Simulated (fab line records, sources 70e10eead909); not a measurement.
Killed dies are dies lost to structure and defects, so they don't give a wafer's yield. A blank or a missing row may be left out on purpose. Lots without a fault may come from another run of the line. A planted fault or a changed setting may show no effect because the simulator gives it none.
Chamber matching | flow nand_harc | NHARC_A_CONTACT_DEP_29 on pecvd-03: 3 sister chambers
The step deposits SiON, target thk 70 nm. 3 wafers are shown with their chamber, then 12 later ones without.

WAFERS WITH THEIR CHAMBER
wafer  | chamber | heater_power_w (W)
L085.2 | 1       | 795
L087.2 | 0       | 739
L087.5 | 2       | 727

WAFERS WITHOUT THEIR CHAMBER
wafer  | heater_power_w (W)
L086.3 | 814
L086.5 | 676
L086.6 | 789
L089.1 | 626
L089.2 | 689
L089.3 | 763
L092.1 | 888
L092.2 | 708
L092.4 | 732
L095.1 | 727
L095.2 | 670
L095.5 | 781

WHICH CHAMBER EACH WENT THROUGH
wafer  | from the rows above          | in truth
L086.3 | can't be placed: 1 or 0 or 2 | 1
L086.5 | can't be placed: 2 or 0 or 1 | 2
L086.6 | can't be placed: 1 or 0 or 2 | 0
L089.1 | can't be placed: 2 or 0 or 1 | 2
L089.2 | can't be placed: 2 or 0 or 1 | 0
L089.3 | can't be placed: 0 or 1 or 2 | 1
L092.1 | can't be placed: 1 or 0 or 2 | 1
L092.2 | can't be placed: 2 or 0 or 1 | 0
L092.4 | can't be placed: 2 or 0 or 1 | 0
L095.1 | can't be placed: 2 or 0 or 1 | 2
L095.2 | can't be placed: 2 or 0 or 1 | 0
L095.5 | can't be placed: 1 or 0 or 2 | 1
Placed correctly: 0 of 12. Can't be placed from these rows: 12 (the true chamber is among the candidates in 12). Placed wrongly: 0.
How it was worked out, from the rows above alone: a wafer's distance from a chamber is the root of the sum, over the readings, of the square of ((its reading less the chamber's mean) divided by the reading's scatter). The wafer belongs to the nearest chamber; if the next one is less than 2 further off, it can't be placed. A chamber's mean is the mean of its shown wafers. The scatter: with one shown wafer a chamber, the root of the mean of the squares of how far each hidden wafer lies from its nearest shown one.
